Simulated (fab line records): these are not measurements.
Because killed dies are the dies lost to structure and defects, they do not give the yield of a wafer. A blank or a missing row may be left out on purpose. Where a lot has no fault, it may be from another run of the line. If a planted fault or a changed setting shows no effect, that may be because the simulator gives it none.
fab line records -- flow nandHarc
record lots=6, wafers=18, lastDay=25
route steps=1159 shown A_M0@1023 A_M1@1026 END@1159
lots untouched by any fault: they come from a run of this same line in which no faults occurred
startH: hours from the record's first day to the start of the lot's first wafer shown -- waitH: time in hours since the lot's previous step -- " the same as in the row above -- L1.1+2: one row covering several wafers at once -- - no value present, or no start provided -- * or withheld: withheld -- < > ~ a bound
route shown NAME@n: a module of which the file shows steps, and the number in the route of the first -- usual: the fault-free wafers' mean and standard deviation -- same: alike in all rows -- chamber/n: place in a boat -- sites: readings site by site -- _std_site: standard deviation across them -- _edge_site: the outer-site mean with the inner-site mean subtracted -- radiusMm: for every site, how far away it sits from the centre of the wafer -- mask NAME#n: copy n -- behind: the tool/chamber that last shaped the wafer -- hold: what put the lot on hold/how long, in hours/how the hold closed -- device: names the non-switching transistor (n, p or np) -- end of line: the same wafers' tests at the end of the route -- for a step that has no rows: nothing shown but its recipe -- killed: at the first sort, the dies lost to defects and structure; wafer yield is something else -- map: dies across one wafer; x = killed, . = not, _ = none there
set.NAME: the setting as run; set.NAME@STEP: as run at that earlier step -- model.NAME: the simulator's own value behind a step, which no gauge read
certain route steps with their lots: each step a table, each wafer a row
services: from which hour (startH, from the record's first day; less than 0 if before it) a tool's chamber was out of use, for how many hours, and why
## steps
# step NHARC_A_M0_INSPECT_27
# usual rawDefectCount=444/130
lot.wafer,tool,chamber,startH,waitH,rawDefectCount
L687.3,defectInspect-01,-,404.37,0.0,491
L687.4,defectInspect-01,-,404.37,0.0,975
L687.5,defectInspect-01,-,404.37,0.0,490
L693.1,defectInspect-02,-,444.60,0.0,459
L693.4,defectInspect-02,-,444.60,0.0,402
L693.5,defectInspect-02,-,444.60,0.0,688
L700.2,defectInspect-02,-,497.99,0.0,394
L700.3,defectInspect-02,-,497.99,0.0,436
L700.6,defectInspect-02,-,497.99,0.0,603
L699.1,defectInspect-02,-,500.94,0.0,633
L699.2,defectInspect-02,-,500.94,0.0,530
L699.6,defectInspect-02,-,500.94,0.0,522
L704.1,defectInspect-01,-,518.23,0.0,408
L704.5,defectInspect-01,-,518.23,0.0,370
L704.6,defectInspect-01,-,518.23,0.0,299
L707.1,defectInspect-01,-,544.31,0.0,555
L707.2,defectInspect-01,-,544.31,0.0,408
L707.6,defectInspect-01,-,544.31,0.0,413
# step NHARC_A_M0_PRE_CLEAN_31
# recipe timeS=12, tempC=370, rfPowerW=300, gas=NH3
# usual heaterPowerW=665/130
# same timeS=12
lot.wafer,tool,chamber,startH,waitH,heaterPowerW
L687.3,pecvd-01,1,404.46,0.1,774
L687.4,pecvd-01,0,404.46,0.1,823
L687.5,pecvd-01,1,404.46,0.1,761
L693.1,pecvd-04,2,444.68,0.1,547
L693.5,pecvd-04,1,444.68,0.1,749
L693.4,pecvd-04,0,444.68,0.1,508
L700.2,pecvd-04,2,498.07,0.1,574
L700.3,pecvd-04,0,498.07,0.1,611
L700.6,pecvd-04,2,498.07,0.1,567
L699.1,pecvd-02,0,501.02,0.1,657
L699.2,pecvd-02,1,501.02,0.1,690
L699.6,pecvd-02,0,501.02,0.1,635
L704.1,pecvd-04,1,518.56,0.3,775
L704.6,pecvd-04,0,518.56,0.3,609
L704.5,pecvd-04,1,518.56,0.3,827
L707.1,pecvd-01,1,544.39,0.1,730
L707.2,pecvd-01,2,544.39,0.1,447
L707.6,pecvd-01,0,544.39,0.1,783
# step NHARC_A_M0_DEP_32
# recipe targetThkA=300, tempC=370, targetThkNm=30, pressureTorr=3, flowSccm=200, rfW=450, material=SiCN
# usual heaterPowerW=613/120
lot.wafer,tool,chamber,startH,waitH,heaterPowerW
L687.3,pecvd-01,1,404.60,0.1,685
L687.4,pecvd-01,0,404.60,0.1,761
L687.5,pecvd-01,1,404.60,0.1,665
L693.1,pecvd-04,2,444.79,0.1,524
L693.5,pecvd-04,1,444.79,0.1,695
L693.4,pecvd-04,0,444.79,0.1,497
L700.2,pecvd-04,2,498.18,0.1,528
L700.3,pecvd-04,0,498.18,0.1,495
L700.6,pecvd-04,2,498.18,0.1,524
L699.1,pecvd-02,0,501.13,0.1,547
L699.2,pecvd-02,1,501.13,0.1,543
L699.6,pecvd-02,0,501.13,0.1,566
L704.1,pecvd-04,1,518.70,0.1,765
L704.6,pecvd-04,0,518.70,0.1,540
L704.5,pecvd-04,1,518.70,0.1,756
L707.1,pecvd-01,1,544.50,0.1,609
L707.2,pecvd-01,2,544.50,0.1,427
L707.6,pecvd-01,0,544.50,0.1,679
# step NHARC_A_M1_DEP_00
# recipe targetThkA=1825, targetThkNm=182.5, tempC=withheld, pressureTorr=5, flowSccm=200, rfW=600, material=SiOC
# step NHARC_A_M1_DEHYDRATE_01
# recipe tempC=150, timeS=120
# step NHARC_A_M1_HMDS_02
# recipe timeS=30
# step NHARC_A_M1_COAT_34
# recipe tempC=200, timeS=65
# step NHARC_A_M1_COAT_03
# recipe spinRpm=1500, resistThkNm=90
# step NHARC_A_M1_SOFTBAKE_04
# recipe tempC=105, timeS=55
# step NHARC_A_M1_EBR_05
# step NHARC_A_M1_EXPOSE_06
# recipe na=1.35, targetCdNm=120, doseMj=75.13, maskId=A_M1
# step NHARC_A_M1_PEB_07
# recipe pebTempC=100, pebTimeS=65
lot.wafer,tool,chamber,startH,waitH
L687.3+4+5,lithoTrack-04,0,405.57,0.0
L693.1+4+5,lithoTrack-06,0,445.92,0.1
L700.2+3+6,lithoTrack-06,0,499.31,0.1
L699.1+2+6,lithoTrack-06,0,502.26,0.1
L704.1+5+6,lithoTrack-04,0,520.25,0.1
L707.1+2+6,lithoTrack-01,0,545.50,0.1
# step NHARC_A_M1_DEVELOP_08
# recipe developTimeS=35, devTempC=23
# step NHARC_A_M1_CD_MEAS_09
# recipe targetCdNm=120, landingEnergyEv=500
# usual cdNm=120.0/0.58
lot.wafer,tool,chamber,startH,waitH,cdNm
L687.3,cdSem-02,0,405.65,-,120.2
L687.4,cdSem-02,0,405.65,-,121.2
L687.5,cdSem-02,0,405.65,-,121.2
L693.1,cdSem-01,0,446.00,-,119.6
L693.4,cdSem-01,0,446.00,-,119.6
L693.5,cdSem-01,0,446.00,-,119.4
L700.2,cdSem-02,0,499.39,-,127.0
L700.3,cdSem-02,0,499.39,-,126.6
L700.6,cdSem-02,0,499.39,-,126.6
L699.1,cdSem-03,0,502.33,-,127.2
L699.2,cdSem-03,0,502.33,-,127.2
L699.6,cdSem-03,0,502.33,-,127.3
L704.1,cdSem-02,0,520.33,-,120.2
L704.5,cdSem-02,0,520.33,-,120.4
L704.6,cdSem-02,0,520.33,-,120.5
L707.1,cdSem-02,0,545.57,-,120.4
L707.2,cdSem-02,0,545.57,-,120.1
L707.6,cdSem-02,0,545.57,-,119.9
# step NHARC_A_M1_OVL_MEAS_10
# recipe pitchNm=240
# usual overlayXNm=0.1/0.96, overlayYNm=-0.3/0.85
lot.wafer,tool,chamber,startH,waitH,overlayXNm,overlayYNm
L687.3,overlay-02,-,405.73,-,1.5,0.3
L687.4,overlay-02,-,405.73,-,1.4,0.7
L687.5,overlay-02,-,405.73,-,1.4,1.3
L693.1,overlay-01,-,446.08,-,-0.7,0.3
L693.4,overlay-01,-,446.08,-,-0.4,0.2
L693.5,overlay-01,-,446.08,-,-0.6,0.2
L700.2,overlay-01,-,499.48,-,0.9,-0.7
L700.3,overlay-01,-,499.48,-,0.9,-1.0
L700.6,overlay-01,-,499.48,-,1.6,-0.7
L699.1,overlay-01,-,502.43,-,0.5,0.5
L699.2,overlay-01,-,502.43,-,0.7,-0.3
L699.6,overlay-01,-,502.43,-,-0.2,-0.2
L704.1,overlay-02,-,520.42,-,0.2,-1.2
L704.5,overlay-02,-,520.42,-,0.2,-1.7
L704.6,overlay-02,-,520.42,-,0.1,-1.3
L707.1,overlay-02,-,545.66,-,-0.6,-0.9
L707.2,overlay-02,-,545.66,-,-0.5,-1.5
L707.6,overlay-02,-,545.66,-,-0.3,-1.4
# step NHARC_A_M1_INSPECT_11
# usual rawDefectCount=30/14
lot.wafer,tool,chamber,startH,waitH,rawDefectCount
L687.3,defectInspect-01,-,405.77,0.0,23
L687.4,defectInspect-01,-,405.77,0.0,14
L687.5,defectInspect-01,-,405.77,0.0,27
L693.1,defectInspect-01,-,446.12,0.0,44
L693.4,defectInspect-01,-,446.12,0.0,47
L693.5,defectInspect-01,-,446.12,0.0,40
L700.2,defectInspect-01,-,499.52,0.0,23
L700.3,defectInspect-01,-,499.52,0.0,35
L700.6,defectInspect-01,-,499.52,0.0,39
L699.1,defectInspect-02,-,502.46,0.0,41
L699.2,defectInspect-02,-,502.46,0.0,42
L699.6,defectInspect-02,-,502.46,0.0,31
L704.1,defectInspect-01,-,520.45,0.0,51
L704.5,defectInspect-01,-,520.45,0.0,58
L704.6,defectInspect-01,-,520.45,0.0,48
L707.1,defectInspect-02,-,545.70,0.0,50
L707.2,defectInspect-02,-,545.70,0.0,45
L707.6,defectInspect-02,-,545.70,0.0,43
# step NHARC_A_M1_DESCUM_14
# recipe timeS=3, o2FlowSccm=200, arFlowSccm=0, biasPowerW=0, chemistry=O2
# usual drypumpMotorCurrentA=6.01/0.3, mfcArSccm=0.012/0.017, oesProductAu=0.999/0.0072, rfVppV=58.0/0.85, showerheadPlenumPTorr=1.94/0.064, throttleValvePct=11.313/0.009
# same timeS=3
lot.wafer,tool,chamber,startH,waitH,drypumpMotorCurrentA,mfcArSccm,oesProductAu,rfHoursCounterH,rfVppV,showerheadPlenumPTorr,throttleValvePct,model.A_M1.cdNm
L687.4,rieDiel-11,0,405.84,0.1,6.09,0.005,0.998,2,58.2,1.89,11.326,121.2
L687.3,rieDiel-11,1,405.84,0.1,6.27,0,0.990,3,58.9,1.83,11.302,120.9
L687.5,rieDiel-11,0,405.84,0.1,6.07,0.005,1.014,-,58.4,1.89,11.302,121
L693.4,rieDiel-11,0,446.18,0.1,6.10,0.005,1.001,5,58.7,1.89,11.312,119.4
L693.1,rieDiel-11,2,446.18,0.1,5.89,0,1.003,5,57.8,2.01,11.312,119.1
L693.5,rieDiel-11,0,446.18,0.1,6.06,0.005,1.009,-,59.1,1.89,11.343,119.2
L700.3,rieDiel-02,0,499.60,0.1,5.74,0,0.994,3,58.3,1.89,11.315,126.5
L700.2,rieDiel-02,1,499.60,0.1,6.11,0,1.004,4,58.0,1.98,11.324,126.4
L700.6,rieDiel-02,3,499.60,0.1,6.57,0.004,1.002,-,57.4,1.84,11.302,126.5
L699.1,rieDiel-02,1,502.54,0.1,6.13,0,0.998,4,57.7,1.98,11.296,127.4
L699.2,rieDiel-02,2,502.54,0.1,5.51,0.006,0.992,4,57.2,1.98,11.308,127.9
L699.6,rieDiel-02,0,502.54,0.1,5.73,0,0.994,-,58.1,1.89,11.315,127.8
L704.1,rieDiel-02,2,520.53,0.1,5.51,0.006,0.990,0,57.2,1.98,11.315,120.3
L704.6,rieDiel-02,1,520.53,0.1,6.14,0,1.004,-,57.4,1.98,11.323,120.5
L704.5,rieDiel-02,2,520.53,0.1,5.52,0.006,0.998,-,58.5,1.98,11.326,120.5
L707.1,rieDiel-02,0,545.76,0.1,5.74,0,0.988,1,57.1,1.89,11.316,119.9
L707.2,rieDiel-02,1,545.76,0.1,6.16,0,1.003,1,59.5,1.98,11.309,119.7
L707.6,rieDiel-02,1,545.76,0.1,6.13,0,0.987,-,57.3,1.98,11.316,119.9
# step NHARC_A_M1_ETCH_35
# recipe targetDepthA=400, overetchA=120, timeS=43.94, ionEnergyEv=200, n2FlowSccm=150, h2FlowSccm=150, arFlowSccm=0, rfW=400, biasW=150, chemistry=N2/H2
# usual drypumpMotorCurrentA=6.01/0.3, mfcArSccm=0.012/0.017, oesProductAu=1.001/0.0064, rfVppV=431.4/2.1, showerheadPlenumPTorr=2.07/0.07, throttleValvePct=14.172/0.009
# same timeS=43.94
lot.wafer,tool,chamber,startH,waitH,drypumpMotorCurrentA,mfcArSccm,oesProductAu,rfHoursCounterH,rfVppV,showerheadPlenumPTorr,throttleValvePct
L687.4,rieDiel-11,1,405.92,0.1,6.22,0,1.005,3,428.4,1.95,14.177
L687.3,rieDiel-11,2,405.92,0.1,5.89,0,0.999,2,434.2,2.15,14.167
L687.5,rieDiel-11,1,405.92,0.1,6.23,0,1.005,-,428.2,1.95,14.178
L693.1,rieDiel-11,2,446.27,0.1,5.82,0,0.997,5,433.5,2.15,14.175
L693.4,rieDiel-11,0,446.27,0.1,6.08,0.005,1.006,5,430.7,2.01,14.169
L693.5,rieDiel-11,1,446.27,0.1,6.26,0,1.001,-,428.4,1.95,14.182
L700.3,rieDiel-02,3,499.67,0.1,6.60,0.004,0.990,3,428.4,1.96,14.175
L700.2,rieDiel-02,0,499.67,0.1,5.70,0,0.997,3,428.7,2.02,14.186
L700.6,rieDiel-02,3,499.67,0.1,6.58,0.004,1.003,-,427.9,1.96,14.186
L699.2,rieDiel-02,3,502.61,0.1,6.63,0.004,0.996,3,428.8,1.96,14.168
L699.1,rieDiel-02,2,502.61,0.1,5.50,0.006,0.995,4,433.4,2.11,14.169
L699.6,rieDiel-02,3,502.61,0.1,6.62,0.004,1.004,-,429.4,1.96,14.180
L704.1,rieDiel-02,0,520.61,0.1,5.74,0,0.988,0,430.8,2.02,14.176
L704.6,rieDiel-02,3,520.61,0.1,6.62,0.004,0.993,-,429.7,1.96,14.170
L704.5,rieDiel-02,0,520.61,0.1,5.73,0,0.986,-,429.6,2.02,14.184
L707.2,rieDiel-02,1,545.85,0.1,6.15,0,1.003,1,434.4,2.11,14.166
L707.1,rieDiel-02,2,545.85,0.1,5.53,0.006,1.002,1,434.4,2.11,14.165
L707.6,rieDiel-02,1,545.85,0.1,6.12,0,1.002,-,432.1,2.11,14.162
# step NHARC_A_M1_ETCH_15
# recipe targetDepthA=1825, timeS=91.2, c4f8FlowSccm=withheld, arFlowSccm=400, rfW=600, biasW=300, chemistry=C4F8/Ar
# usual oesProductAu=0.959/0.018, rfVppV=441.6/2.1
# same timeS=91.2
lot.wafer,tool,chamber,startH,waitH,oesProductAu,rfHoursCounterH,rfVppV
L687.4,rieDiel-11,1,-,-,0.988,3,438.7
L687.3,rieDiel-11,2,-,-,0.979,3,445.3
L687.5,rieDiel-11,1,-,-,0.986,-,439.3
L693.1,rieDiel-11,2,-,-,0.973,5,443.2
L693.4,rieDiel-11,0,-,-,0.962,5,439.5
L693.5,rieDiel-11,3,-,-,0.976,-,442.1
L700.2,rieDiel-02,3,-,-,0.960,3,438.0
L700.3,rieDiel-02,0,-,-,0.987,3,440.5
L700.6,rieDiel-02,2,-,-,0.966,-,443.4
L699.1,rieDiel-02,1,-,-,0.981,4,443.6
L699.2,rieDiel-02,3,-,-,0.969,4,437.9
L699.6,rieDiel-02,1,-,-,0.985,-,441.6
L704.1,rieDiel-02,3,-,-,0.990,0,439.5
L704.5,rieDiel-02,0,-,-,0.964,-,441.0
L704.6,rieDiel-02,1,-,-,0.957,-,444.1
L707.1,rieDiel-02,2,-,-,0.950,1,442.7
L707.2,rieDiel-02,0,-,-,0.934,1,440.1
L707.6,rieDiel-02,1,-,-,0.944,-,440.8
# step NHARC_A_M1_CD_MEAS_16
# usual cdNm=119.8/0.72
lot.wafer,tool,chamber,startH,waitH,cdNm
L687.3,cdSem-03,-,406.14,-,120.9
L687.4,cdSem-03,-,406.14,-,121.0
L687.5,cdSem-03,-,406.14,-,120.5
L693.1,cdSem-02,-,446.49,-,118.9
L693.4,cdSem-02,-,446.49,-,118.9
L693.5,cdSem-02,-,446.49,-,118.4
L700.2,cdSem-03,-,499.89,-,126.0
L700.3,cdSem-03,-,499.89,-,126.2
L700.6,cdSem-03,-,499.89,-,126.5
L699.1,cdSem-03,-,502.83,-,127.1
L699.2,cdSem-03,-,502.83,-,128.0
L699.6,cdSem-03,-,502.83,-,127.6
L704.1,cdSem-03,-,520.82,-,120.0
L704.5,cdSem-03,-,520.82,-,119.9
L704.6,cdSem-03,-,520.82,-,120.3
L707.1,cdSem-02,-,546.06,-,120.1
L707.2,cdSem-02,-,546.06,-,119.8
L707.6,cdSem-02,-,546.06,-,119.6
# step NHARC_A_M1_STRIP_18
# recipe powerW=1000, n2FlowSccm=150, h2FlowSccm=150, arFlowSccm=0, biasW=0, chemistry=N2/H2
# usual drypumpMotorCurrentA=6.03/0.23, mfcArSccm=0.014/0.018, oesProductAu=1.001/0.0071, rfVppV=90.7/0.93, showerheadPlenumPTorr=2.06/0.073, throttleValvePct=14.172/0.0088
lot.wafer,tool,chamber,startH,waitH,drypumpMotorCurrentA,mfcArSccm,oesProductAu,rfHoursCounterH,rfVppV,showerheadPlenumPTorr,throttleValvePct
L687.4,rieDiel-03,2,406.26,0.1,6.03,0.002,1.011,0,90.8,2.09,14.166
L687.3,rieDiel-03,3,406.26,0.1,6.05,0.045,1.003,1,91.7,2.19,14.172
L687.5,rieDiel-03,1,406.26,0.1,6.12,0.045,1.018,-,90.2,2.08,14.178
L693.1,rieDiel-11,1,446.57,0.1,6.25,0,1.017,5,91.3,1.95,14.176
L693.4,rieDiel-11,3,446.57,0.1,6.04,0.039,0.996,5,91.6,2.11,14.161
L693.5,rieDiel-11,2,446.57,0.1,5.88,0,0.991,-,90.6,2.15,14.174
L700.2,rieDiel-03,3,499.96,0.1,6.03,0.045,1.004,7,92.2,2.19,14.169
L700.3,rieDiel-03,1,499.96,0.1,6.15,0.045,0.997,5,91.2,2.08,14.181
L700.6,rieDiel-03,3,499.96,0.1,6.04,0.045,0.994,-,91.5,2.19,14.175
L699.1,rieDiel-03,2,502.93,0.1,6.02,0.002,0.994,5,91.7,2.08,14.173
L699.2,rieDiel-03,3,502.93,0.1,6.04,0.045,0.990,7,89.6,2.19,14.170
L699.6,rieDiel-03,1,502.93,0.1,6.15,0.045,1.003,-,90.8,2.08,14.157
L704.1,rieDiel-02,0,520.92,0.1,5.73,0,0.988,0,90.1,2.02,14.192
L704.5,rieDiel-02,3,520.92,0.1,6.58,0.004,0.995,-,90.0,1.96,14.176
L704.6,rieDiel-02,0,520.92,0.1,5.73,0,0.983,-,89.6,2.02,14.184
L707.1,rieDiel-03,0,546.16,0.1,5.71,0.017,1.000,10,92.5,2.02,14.174
L707.2,rieDiel-03,1,546.16,0.1,6.16,0.045,0.993,9,91.6,2.08,14.159
L707.6,rieDiel-03,3,546.16,0.1,6.04,0.045,0.985,-,91.2,2.19,14.176
# step NHARC_A_M1_ETCH_28
# recipe targetDepthA=300, overEtchFrac=0.3, timeS=72.99, ionEnergyEv=150, cf4FlowSccm=50, n2FlowSccm=100, arFlowSccm=150, rfW=300, biasW=100, chemistry=CF4/N2
# usual drypumpMotorCurrentA=6.03/0.24, mfcArSccm=150.1/0.51, oesProductAu=1.000/0.0063, rfVppV=314.7/1.8, showerheadPlenumPTorr=2.66/0.087, throttleValvePct=19.793/0.0096
# same timeS=72.99
lot.wafer,tool,chamber,startH,waitH,drypumpMotorCurrentA,mfcArSccm,oesProductAu,rfHoursCounterH,rfVppV,showerheadPlenumPTorr,throttleValvePct,model.A_M1.cdNm
L687.4,rieDiel-03,2,-,-,6.04,149.4,1.006,0,314.0,2.68,19.799,121.1
L687.3,rieDiel-03,0,-,-,5.69,150.3,0.996,1,313.2,2.61,19.792,121.3
L687.5,rieDiel-03,2,-,-,6.07,149.4,0.989,-,314.8,2.68,19.793,120.7
L693.1,rieDiel-11,3,-,-,6.04,150.2,0.995,5,315.5,2.71,19.787,118.5
L693.4,rieDiel-11,0,-,-,6.07,150.6,1.003,5,313.7,2.59,19.797,119
L693.5,rieDiel-11,1,-,-,6.23,149.7,0.999,-,311.2,2.52,19.797,118.9
L700.3,rieDiel-03,1,-,-,6.16,150.2,1.000,5,315.8,2.67,19.789,126.4
L700.2,rieDiel-03,2,-,-,6.05,150.7,0.991,5,315.6,2.68,19.792,125.9
L700.6,rieDiel-03,0,-,-,5.70,150.5,1.002,-,312.6,2.61,19.780,126.3
L699.2,rieDiel-03,0,-,-,5.69,150.6,1.004,7,314.8,2.61,19.779,127.6
L699.1,rieDiel-03,2,-,-,6.04,149.9,1.008,5,316.9,2.68,19.804,127.7
L699.6,rieDiel-03,3,-,-,6.06,150.7,0.999,-,317.9,2.80,19.786,127.6
L704.1,rieDiel-02,2,-,-,5.50,150.4,0.999,0,314.8,2.71,19.797,120
L704.6,rieDiel-02,1,-,-,6.13,150.3,0.996,-,316.6,2.71,19.808,120.8
L704.5,rieDiel-02,2,-,-,5.52,150.3,0.992,-,315.3,2.71,19.802,120.2
L707.1,rieDiel-03,3,-,-,6.04,150.0,0.999,10,318.3,2.80,19.775,119.6
L707.2,rieDiel-03,0,-,-,5.68,149.7,0.988,10,315.0,2.61,19.797,119.5
L707.6,rieDiel-03,0,-,-,5.70,149.4,1.000,-,313.9,2.61,19.803,119.6
# step NHARC_A_M1_STRIP_19
# recipe timeS=600, tempC=30, chemistry=postEtchResidueRemover
# step NHARC_END_SORT_01
# recipe tempC=25
# usual defectLimitedYield=95.6/1.7, killedAtArray=27/11, killedAtOther=0.7/0.93, killedAtPeriphery=2.9/1.9, killedDies=30/11, killedOpen=3.1/1.7, killedShort=1.9/1.3, sort_bin_2_pct=1.4/0.68, sort_bin_3_pct=0.28/0.25, sort_bin_4_pct=2.8/1.1, sortNPass=647/11, sortRimYieldPct=95.4/2.7, sortYieldPct=95.6/1.7
# same grossDies=677, sort_bin_5_pct[%]=0, sort_bin_6_pct[%]=0, sort_bin_7_pct[%]=0, sort_bin_8_pct[%]=0, sortRimNGross=106.00
lot.wafer,tool,chamber,startH,waitH,defectLimitedYield[%],killedAtArray,killedAtOther,killedAtPeriphery,killedDies,killedOpen,killedShort,sort_bin_2_pct[%],sort_bin_3_pct[%],sort_bin_4_pct[%],sortNPass,sortRimYieldPct[%],sortYieldPct[%]
L687.3,prober-02,0,446.47,3.1,96.8,19,3,0,22,0,2,0.3,0.15,2.8,655,92.5,96.8
L687.4,prober-02,0,447.26,3.4,97.3,14,2,2,18,3,3,1.3,0.30,1.0,659,98.1,97.3
L687.5,prober-02,0,448.04,3.7,96.6,20,1,2,23,2,0,0.9,0.30,2.2,654,99.1,96.6
L699.1,prober-01,0,534.43,2.4,95.1,27,1,5,33,3,2,1.6,0.44,2.8,644,91.5,95.1
L699.6,prober-01,0,538.38,4.0,96.2,22,0,4,26,1,3,1.0,0.15,2.7,651,93.4,96.2
L704.6,prober-02,0,561.44,4.0,92.6,45,1,4,50,2,2,1.9,0.15,5.3,627,91.5,92.6
# killed by level:class
L687.3 A_SLIT:chamberFilmFlake=5 A_CONTACT:chamberFilmFlake=4 A_CHANNEL_HOLE_D1:chamberFilmFlake=3 A_STAIRCASE:chamberFilmFlake=3 THIN_TSV:chamberFilmFlake=3 A_SGD_CUT:geometricParticle:short=1 A_M1:geometricParticle:short=1 A_CHANNEL_FILL_D1:chamberFilmFlake=1
L687.4 A_SLIT:chamberFilmFlake=7 A_STAIRCASE:chamberFilmFlake=2 P_STI:geometricParticle:short=1 P_GATE:geometricParticle:open=1 A_CHANNEL_FILL_D1:geometricParticle:open=1 A_BLC:geometricParticle:short=1 A_M1:geometricParticle:open=1 STARTING-WAFER:geometricParticle:short=1
L687.5 A_SLIT:chamberFilmFlake=6 A_CHANNEL_HOLE_D1:chamberFilmFlake=5 A_STAIRCASE:chamberFilmFlake=5 P_M0:geometricParticle:open=1 A_BLC:geometricParticle:open=1 A_CHANNEL_FILL_D1:chamberFilmFlake=1 P_ZERO_WELL:chamberFilmFlake=1 A_M0:chamberFilmFlake=1
L699.1 A_CHANNEL_HOLE_D1:chamberFilmFlake=18 A_CONTACT:chamberFilmFlake=6 P_STI:chamberFilmFlake=2 P_M0:geometricParticle:open=1 P_M0:geometricParticle:short=1 P_M2:geometricParticle:open=1 A_CHANNEL_FILL_D1:geometricParticle:open=1 A_CONTACT:geometricParticle:short=1
L699.6 A_CHANNEL_HOLE_D1:chamberFilmFlake=16 A_CONTACT:chamberFilmFlake=5 P_M0:geometricParticle:short=2 P_GATE:geometricParticle:short=1 P_M1:geometricParticle:open=1 A_ZERO_WELL:chamberFilmFlake=1
L704.6 A_CHANNEL_HOLE_D1:chamberFilmFlake=13 A_SLIT:chamberFilmFlake=11 A_CHANNEL_FILL_D1:chamberFilmFlake=9 A_CONTACT:chamberFilmFlake=7 A_M1:chamberFilmFlake=2 P_M1:geometricParticle:open=1 A_ONON_D1:geometricParticle:short=1 A_M0:geometricParticle:short=1
## services
tool,chamber,startH,hours,kind
rieDiel-02,0,385.70,-,clean
rieDiel-02,1,385.70,-,clean
rieDiel-02,2,385.70,-,clean
rieDiel-03,-,392.30,9.0,pm
pecvd-01,-,398.89,0.3,repair
pecvd-01,-,418.85,13.0,pm
pecvd-04,-,421.00,1.4,repair
lithoTrack-01,-,443.00,7.0,pm
pecvd-04,-,448.93,0.4,repair
lithoTrack-06,-,467.00,7.0,pm
pecvd-02,0,471.69,7.4,repair
rieDiel-11,2,474.17,2.4,repair
pecvd-02,-,482.18,2.3,repair
lithoTrack-04,-,491.00,7.0,pm
rieDiel-11,1,494.93,3.2,repair
pecvd-01,-,503.18,1.4,repair
rieDiel-02,-,504.70,9.0,pm
rieDiel-11,-,511.81,0.2,repair
pecvd-02,-,515.28,13.0,pm
rieDiel-03,2,516.17,1.5,repair
pecvd-04,1,523.87,9.4,repair
rieDiel-02,2,529.06,3.7,repair
rieDiel-11,1,539.57,2.2,repair
rieDiel-11,-,543.74,9.0,pm
## key
firstSign step=NHARC_A_M1_CD_MEAS_09, reading=cdNm, direction=up, sigmas=12, usual=120.0, struck=127.0
effect step=NHARC_A_M1_CD_MEAS_16, reading=cdNm, direction=up, sigmas=10, usual=119.8, struck=126.9
modelEffect step=NHARC_A_M1_DESCUM_14, value=A_M1.cdNm, without=119.3, struck=127.1
modelEffect step=NHARC_A_M1_ETCH_28, value=A_M1.cdNm, without=119.2, struck=126.9
metAt NHARC_A_M1_PEB_07
struckWafers L699.1,L699.2,L699.6,L700.2,L700.3,L700.6
onsetBetween 445.92 499.31
fault kind=processParameterDrift, tool=lithoTrack-06, chamber=-, onsetH=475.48, steps=NHARC_A_M1_PEB_07, channel=pebTimeS, offset=*, shape=step, endH=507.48, actsIn=*, stated=*
